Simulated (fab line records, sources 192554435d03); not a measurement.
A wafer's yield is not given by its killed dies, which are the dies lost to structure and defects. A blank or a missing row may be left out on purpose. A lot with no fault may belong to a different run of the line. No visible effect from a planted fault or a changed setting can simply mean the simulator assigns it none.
Matching of chambers | flow n5-finfet | N5_BEOL_M3_STRIP_36 on rie-diel-03: 4 sister chambers
The step strips in N2/H2. 4 wafers are shown with their chamber, then 9 later ones without.

## WAFERS, EACH WITH ITS CHAMBER
wafer  | chamber | showerhead-plenum-p-Torr (Torr)
L084.6 | 1       | 2.43
L092.2 | 0       | 2.51
L092.3 | 2       | 2.63
L092.4 | 3       | 2.58

## WAFERS WHOSE CHAMBER IS MISSING
wafer  | showerhead-plenum-p-Torr (Torr)
L089.2 | 2.63
L089.4 | 2.57
L089.5 | 2.57
L095.1 | 2.42
L095.4 | 2.63
L095.6 | 2.42
L094.1 | 2.50
L094.2 | 2.57
L094.6 | 2.50

## WHICH CHAMBER EACH WENT THROUGH
wafer  | from the rows above | in truth
L089.2 | 2                   | 2
L089.4 | 3                   | 3
L089.5 | 3                   | 3
L095.1 | 1                   | 1
L095.4 | 2                   | 2
L095.6 | 1                   | 1
L094.1 | 0                   | 0
L094.2 | 3                   | 3
L094.6 | 0                   | 0
Correct placement for 9 of the 9. Not placeable from these rows: 0. Placed wrongly: 0.
How it was worked out, from the rows above alone: a wafer's distance from a chamber is the root of the sum, over the readings, of the square of ((its reading less the chamber's mean) divided by the reading's scatter). The wafer belongs to the nearest chamber; if the next one is less than 2 further off, it can't be placed. The mean given for a chamber averages the wafers shown for that chamber. The scatter: root of mean squared gap, hidden wafer to nearest shown wafer, with one shown wafer a chamber.
